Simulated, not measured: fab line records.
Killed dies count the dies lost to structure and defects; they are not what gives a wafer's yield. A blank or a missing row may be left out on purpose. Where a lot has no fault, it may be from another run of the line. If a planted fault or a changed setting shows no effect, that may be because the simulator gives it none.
Matching of chambers    flow n5_finfet    4 sister chambers for N5_BEOL_M7_ETCH_72 on rie_diel-06
The step etches underlayer in N2/H2, target depth 6.5 nm, time 5.2 s. 4 wafers are shown with their chamber, then 7 later ones without.

== EACH WAFER AND ITS CHAMBER ==
wafer   chamber  showerhead_plenum_p_Torr (Torr)
L077.5  2        2.49
L084.4  0        2.55
L085.2  3        2.58
L085.3  1        2.63

== WAFERS WHOSE CHAMBER IS MISSING ==
wafer   showerhead_plenum_p_Torr (Torr)
L085.4  2.55
L088.2  2.48
L088.5  2.48
L088.6  2.57
L093.2  2.63
L093.3  2.48
L093.6  2.57

== THE CHAMBER EACH PASSED THROUGH ==
wafer   from the rows above      in truth
L085.4  0                        0
L088.2  2                        2
L088.5  2                        2
L088.6  can't be placed: 3 or 0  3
L093.2  1                        1
L093.3  2                        2
L093.6  can't be placed: 3 or 0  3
Correctly placed: 5 of 7. These rows do not allow placing 2 (true chamber among the candidates in 2). Placed wrongly: 0.
How it was worked out, from the rows above alone: a wafer's distance from a chamber is the root of the sum, over the readings, of the square of ((its reading less the chamber's mean) divided by the reading's scatter). If the next closest chamber is less than 2 further off than the closest, the wafer can't be placed; otherwise it belongs to the closest. Each chamber's mean is taken over the wafers shown for it. The scatter: with one shown wafer a chamber, the root of the mean of the squares of how far each hidden wafer lies from its nearest shown one.
